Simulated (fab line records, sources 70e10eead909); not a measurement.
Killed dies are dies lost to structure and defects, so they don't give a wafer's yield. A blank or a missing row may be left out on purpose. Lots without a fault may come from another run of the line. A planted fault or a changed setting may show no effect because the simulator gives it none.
fab line records | flow nand_harc
record lots=12 wafers=36 last_day=33
route steps=1302 shown A_CONTACT@1018 END@1302
lots that met no fault: from a run of the same line without faults
start_h: hours from the record's first day to the start of the lot's first wafer shown | wait_h: hours since the lot's step before | " the same as in the row above | L1.1+2: a row that stands for several wafers | - no value, or no start given | * or withheld: withheld | < > ~ a bound
route shown NAME@n: a module of which the file shows steps, and the number in the route of the first | usual: mean/standard deviation of fault-free wafers | same: alike in all rows | chamber/n: place in a boat | sites: the reading at each site | _std_site: their standard deviation | _edge_site: outer sites' mean less inner sites' | radius_mm: how far each site lies from the wafer's centre | mask NAME#n: copy n | behind: the tool/chamber that last shaped the wafer | hold: why the lot was held/for how many hours/how that ended | device: the transistor (n, p or np) that didn't switch | end of line: the same wafers' tests at the end of the route | a step without rows: its recipe alone | killed: dies lost to structure and defects at the first sort, not the wafer's yield | map: a wafer's dies, x killed, . not, _ none there
set.NAME: the setting as run; set.NAME@STEP: as run at that earlier step | model.NAME: the simulator's own value behind a step, which no gauge read
steps of the route over a sample of lots; a table a step, a row a wafer
services: from which hour (start_h, from the record's first day; less than 0 if before it) a tool's chamber was out of use, for how many hours, and why
## steps
# step NHARC_A_CONTACT_ETCH_90
# recipe target_depth_a=400 over_etch_frac=0.5 time_s=85.7 ion_energy_ev=120 ch3f_flow_sccm=50 o2_flow_sccm=30 ar_flow_sccm=200 rf_w=500 bias_w=100 chemistry=CH3F/O2
# usual drypump_motor_current_A=5.9/0.54 oes_product_au=0.94/0.032 rf_vpp_V=244.4/1.7 showerhead_plenum_p_Torr=2.46/0.1 throttle_valve_pct=20.664/0.0094
# columns lot.wafer tool chamber start_h wait_h drypump_motor_current_A oes_product_au rf_hours_counter_h rf_vpp_V showerhead_plenum_p_Torr throttle_valve_pct
L340.1 rie_diel-13 2 488.78 0.8 6.5 0.93 48 244.1 2.39 20.651
L340.5 " 2 " " 6.6 0.93 - 242.4 2.39 20.659
L340.6 " 3 " " 5.5 0.93 - 241.3 2.32 20.659
L342.1 rie_diel-03 0 499.69 0.9 5.5 0.99 7 243.4 2.36 20.677
L342.3 " 2 " " 6.1 0.98 6 240.8 2.30 20.673
L342.6 " 1 " " 5.3 0.97 - 245.5 2.52 20.664
L348.3 rie_diel-10 0 588.07 0.7 5.3 1.00 31 245.3 2.47 20.661
L348.5 " 0 " " 5.3 0.99 - 244.3 2.47 20.668
L348.6 " 1 " " 6.5 1.00 - 245.1 2.50 20.660
L350.3 rie_diel-13 2 593.00 0.7 6.7 0.93 22 242.5 2.37 20.648
L350.5 " 3 " " 5.5 0.92 - 242.2 2.31 20.653
L350.6 " 2 " " 6.6 0.93 - 243.7 2.37 20.662
L351.1 rie_diel-13 2 604.76 0.9 6.6 0.92 26 242.7 2.37 20.664
L351.2 " 3 " " 5.5 0.92 19 243.1 2.31 20.657
L351.6 " 3 " " 5.5 0.92 - 242.9 2.31 20.675
L357.3 rie_diel-10 0 650.17 0.7 5.3 0.92 8 244.1 2.47 20.682
L357.1 " 2 " " 5.8 0.91 9 245.8 2.60 20.675
L357.5 " 3 " " 6.5 0.92 - 244.7 2.42 20.659
L356.3 rie_diel-10 2 659.74 0.6 5.8 0.99 12 246.7 2.59 20.650
L356.4 " 3 " " 6.5 1.00 9 243.5 2.42 20.674
L356.6 " 1 " " 6.5 0.98 - 244.8 2.50 20.682
L359.3 rie_diel-10 0 689.36 0.7 5.3 0.92 14 244.9 2.47 20.664
L359.4 " 3 " " 6.6 0.93 12 245.5 2.42 20.677
L359.5 " 1 " " 6.5 0.91 - 245.4 2.50 20.659
L360.1 rie_diel-10 0 715.35 0.8 5.3 0.93 19 244.5 2.47 20.655
L360.2 " 3 " " 6.6 0.93 17 244.0 2.41 20.653
L360.5 " 0 " " 5.3 0.92 - 245.5 2.47 20.658
L362.3 rie_diel-10 3 717.49 0.7 6.5 0.93 17 243.5 2.41 20.644
L362.2 " 1 " " 6.5 0.92 19 245.0 2.50 20.664
L362.5 " 0 " " 5.3 0.93 - 243.5 2.47 20.651
L363.3 rie_diel-10 3 718.38 0.7 6.5 0.93 17 242.6 2.41 20.667
L363.4 " 0 " " 5.3 0.94 19 245.0 2.47 20.664
L363.5 " 2 " " 5.8 0.93 - 246.1 2.59 20.676
L361.4 rie_diel-10 0 724.75 0.8 5.3 1.00 20 243.9 2.47 20.671
L361.6 " 2 " " 5.8 0.99 - 247.9 2.59 20.661
L361.5 " 3 " " 6.5 1.00 - 242.7 2.41 20.656
# step NHARC_A_CONTACT_DEP_58
# recipe target_thk_a=900 target_thk_nm=90 temp_c=400 pressure_torr=3.5 flow_sccm=200 rf_w=350 material=SiON
# usual heater_power_w=711/77
# columns lot.wafer tool chamber start_h wait_h heater_power_w
L340.1 pecvd-02 1 497.12 2.8 711
L340.6 " 2 " " 689
L340.5 " 0 " " 800
L342.1 pecvd-03 1 505.22 2.7 597
L342.3 " 2 " " 754
L342.6 " 0 " " 601
L348.3 pecvd-01 0 594.72 1.6 797
L348.5 " 0 " " 791
L348.6 " 1 " " 792
L350.3 pecvd-03 0 598.35 1.7 611
L350.6 " 2 " " 761
L350.5 " 0 " " 593
L351.1 pecvd-03 1 610.45 2.7 678
L351.2 " 2 " " 744
L351.6 " 2 " " 759
L357.1 pecvd-03 0 654.78 2.8 559
L357.3 " 1 " " 711
L357.5 " 0 " " 559
L356.3 pecvd-01 2 664.24 1.7 719
L356.4 " 1 " " 719
L356.6 " 0 " " 825
L359.3 pecvd-02 1 693.76 1.6 705
L359.5 " 1 " " 712
L359.4 " 2 " " 612
L360.2 pecvd-03 0 720.95 2.2 554
L360.1 " 1 " " 680
L360.5 " 0 " " 557
L362.2 pecvd-02 1 724.15 2.2 689
L362.3 " 0 " " 810
L362.5 " 2 " " 657
L363.3 pecvd-01 0 724.85 1.7 815
L363.5 " 0 " " 795
L363.4 " 1 " " 758
L361.4 pecvd-03 1 729.33 1.2 668
L361.5 " 2 " " 766
L361.6 " 0 " " 611
# step NHARC_A_CONTACT_SOFTBAKE_64
# recipe temp_c=105 time_s=55
# usual heater_power_total_W=188.48/0.14
# columns lot.wafer tool chamber start_h wait_h heater_power_total_W
L340.1 litho_track-04 0 497 - 188.47
L340.5 " 0 " " 188.66
L340.6 " 0 " " 188.42
L342.1 litho_track-04 0 505 - 188.48
L342.3 " 0 " " 188.42
L342.6 " 0 " " 188.46
L348.3 litho_track-04 0 594 - 222.87
L348.5 " 0 " " 222.54
L348.6 " 0 " " 222.41
L350.3 litho_track-01 0 598 - 188.47
L350.5 " 0 " " 188.42
L350.6 " 0 " " 188.47
L351.1 litho_track-04 0 610 - 222.96
L351.2 " 0 " " 222.50
L351.6 " 0 " " 222.65
L357.1 litho_track-06 0 655 - 188.68
L357.3 " 0 " " 188.44
L357.5 " 0 " " 188.57
L356.3 litho_track-01 0 664 - 188.77
L356.4 " 0 " " 188.67
L356.6 " 0 " " 188.65
L359.3 litho_track-01 0 694 - 188.43
L359.4 " 0 " " 188.50
L359.5 " 0 " " 188.31
L360.1 litho_track-04 0 721 - 188.36
L360.2 " 0 " " 188.77
L360.5 " 0 " " 188.51
L362.2 litho_track-01 0 724 - 188.29
L362.3 " 0 " " 188.57
L362.5 " 0 " " 188.79
L363.3 litho_track-06 0 725 - 188.52
L363.4 " 0 " " 188.79
L363.5 " 0 " " 188.27
L361.4 litho_track-06 0 729 - 188.32
L361.5 " 0 " " 188.40
L361.6 " 0 " " 188.47
# step NHARC_A_CONTACT_DESCUM_74
# recipe time_s=3 o2_flow_sccm=200 ar_flow_sccm=0 bias_power_w=0 chemistry=O2
# usual drypump_motor_current_A=5.8/0.51 oes_product_au=0.997/0.011 rf_vpp_V=57.9/1 showerhead_plenum_p_Torr=1.92/0.089 throttle_valve_pct=11.311/0.0087
# columns lot.wafer tool chamber start_h wait_h drypump_motor_current_A oes_product_au rf_hours_counter_h rf_vpp_V showerhead_plenum_p_Torr throttle_valve_pct
L340.1 rie_diel-10 0 498.00 0.1 5.3 0.996 19 57.1 1.93 11.307
L340.5 " 1 " " 6.5 0.997 - 56.7 1.95 11.321
L340.6 " 2 " " 5.8 1.005 - 59.1 2.03 11.315
L342.3 rie_diel-03 0 506.00 0.1 5.5 0.996 9 57.8 1.84 11.293
L342.1 " 3 " " 5.3 0.997 9 60.0 2.05 11.305
L342.6 " 1 " " 5.3 0.992 - 57.7 1.96 11.310
L348.3 rie_diel-10 3 595.54 0.1 6.6 1.007 32 58.7 1.88 11.311
L348.5 " 3 " " 6.6 1.008 - 56.3 1.88 11.294
L348.6 " 0 " " 5.3 0.988 - 58.5 1.92 11.302
L350.3 rie_diel-03 0 599.13 0.1 5.5 0.990 38 55.8 1.83 11.305
L350.5 " 2 " " 6.1 1.002 - 60.2 1.78 11.318
L350.6 " 3 " " 5.3 0.995 - 58.7 2.04 11.307
L351.2 rie_diel-13 3 611.21 0.1 5.5 0.991 20 57.2 1.79 11.310
L351.1 " 2 " " 6.6 1.005 28 59.9 1.84 11.307
L351.6 " 3 " " 5.5 0.997 - 55.5 1.79 11.309
L357.3 rie_diel-03 2 655.68 0.1 6.1 1.001 3 56.4 1.77 11.318
L357.1 " 3 " " 5.3 1.006 5 59.4 2.04 11.319
L357.5 " 1 " " 5.3 1.002 - 57.0 1.94 11.328
L356.3 rie_diel-13 2 665.13 0.1 6.6 0.997 50 56.8 1.83 11.299
L356.4 " 0 " " 5.5 0.985 35 58.4 2.04 11.305
L356.6 " 1 " " 5.4 1.006 - 55.7 1.78 11.307
L359.4 rie_diel-10 0 694.65 0.1 5.3 1.002 14 58.7 1.92 11.305
L359.3 " 1 " " 6.5 0.975 14 57.7 1.95 11.310
L359.5 " 0 " " 5.3 0.992 - 58.4 1.92 11.319
L360.2 rie_diel-10 1 721.83 0.1 6.5 0.974 19 57.7 1.94 11.316
L360.1 " 2 " " 5.8 0.987 20 58.3 2.02 11.307
L360.5 " 2 " " 5.8 0.991 - 59.0 2.02 11.306
L362.2 rie_diel-03 1 725.06 0.1 5.3 0.995 26 58.2 1.94 11.302
L362.3 " 3 " " 5.3 0.991 26 57.0 2.03 11.319
L362.5 " 1 " " 5.3 0.988 - 57.9 1.94 11.311
L363.3 rie_diel-13 2 725.74 0.1 6.6 1.002 7 58.2 1.83 11.303
L363.4 " 1 " " 5.3 1.021 - 57.2 1.78 11.308
L363.5 " 2 " " 6.6 1.003 - 55.9 1.83 11.313
L361.4 rie_diel-10 0 730.18 0.2 5.3 1.006 20 58.2 1.92 11.322
L361.5 " 1 " " 6.5 0.971 - 58.5 1.94 11.301
L361.6 " 2 " " 5.8 0.993 - 58.0 2.02 11.327
# step NHARC_END_SORT_01
# recipe temp_c=25
# usual killed_at_array=52/18 killed_at_other=1.2/1.5 killed_at_periphery=4/3.2 killed_dies=57/17 killed_open=3.1/1.9 killed_short=2.5/1.7
# same gross_dies=677
# columns lot.wafer tool chamber start_h wait_h killed_at_array killed_at_other killed_at_periphery killed_dies killed_open killed_short
L350.3 prober-02 0 665.14 3.1 32 1 3 36 2 0
L350.5 prober-02 0 666.72 3.7 55 1 3 59 2 4
L350.6 prober-02 0 667.51 3.9 32 0 2 34 3 1
# killed by level:class
L350.3 A_CHANNEL_HOLE_D1:chamber_film_flake=19 A_CONTACT:chamber_film_flake=7 P_ZERO_WELL:chamber_film_flake=2 A_CHANNEL_HOLE_D2:chamber_film_flake=2 A_CONTACT:geometric_particle:open=1 A_M0:geometric_particle:open=1 P_CONTACT:chamber_film_flake=1 A_SLIT:chamber_film_flake=1
L350.5 A_CHANNEL_HOLE_D1:chamber_film_flake=30 A_CONTACT:chamber_film_flake=11 A_SLIT:chamber_film_flake=4 A_WL_FILL:geometric_particle:short=2 P_ZERO_WELL:chamber_film_flake=2 A_CHANNEL_FILL_D1:chamber_film_flake=2 A_STAIRCASE:chamber_film_flake=2 P_M0:geometric_particle:open=1
L350.6 A_CHANNEL_HOLE_D1:chamber_film_flake=15 A_CONTACT:chamber_film_flake=7 A_CHANNEL_HOLE_D2:chamber_film_flake=5 P_ZERO_WELL:chamber_film_flake=2 A_ONON_D1:geometric_particle:short=1 A_CHANNEL_HOLE_D2:geometric_particle:open=1 A_SGD_CUT:geometric_particle:open=1 A_BLC:geometric_particle:open=1
## services
# columns tool chamber start_h hours kind
rie_diel-10 1 471.98 14.2 repair
rie_diel-10 3 473.26 5.6 repair
pecvd-02 0 486.27 6.3 repair
pecvd-01 - 493.73 13.0 pm
litho_track-01 - 505.00 7.0 pm
rie_diel-13 - 521.62 9.0 pm
rie_diel-03 - 533.13 0.7 repair
rie_diel-03 2 543.29 7.7 repair
litho_track-04 - 553.00 7.0 pm
pecvd-03 - 555.42 13.0 pm
rie_diel-10 0 565.13 10.6 repair
rie_diel-10 1 570.87 4.5 repair
rie_diel-10 3 596.81 1.9 repair
rie_diel-10 - 596.95 9.0 pm
rie_diel-03 2 625.40 19.0 repair
rie_diel-03 - 638.04 9.0 pm
rie_diel-10 - 641.96 0.8 repair
rie_diel-10 1 648.03 4.8 repair
rie_diel-10 3 651.17 4.0 repair
litho_track-01 - 680.00 7.0 pm
rie_diel-13 - 698.62 9.0 pm
pecvd-03 - 700.83 1.0 repair
rie_diel-13 3 712.09 16.9 repair
litho_track-04 - 728.00 7.0 pm
## key
first_sign step=NHARC_A_CONTACT_SOFTBAKE_64 reading=heater_power_total_W direction=up sigmas=99+ usual=* struck=*
effect none on later readings
met_at NHARC_A_CONTACT_SOFTBAKE_64
struck_lots L348,L351
tester_left_out L348,L351
not_acting_at NHARC_A_CONTACT_ETCH_90,NHARC_A_CONTACT_DEP_58,NHARC_A_CONTACT_DESCUM_74
onset_between 505 594
fault kind=process_parameter_drift tool=litho_track-04 chamber=- onset_h=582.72 steps=NHARC_A_CONTACT_SOFTBAKE_64 channel=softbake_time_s offset=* shape=step end_h=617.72 acts_in=* stated=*
# tester_left_out: of these lots the tester's yield and bins aren't shown, on N5 and GAA mostly nor the transistor test; their killed dies are dies lost to structure and defects alone, not to doping, threshold or leakage, so they don't give the yield
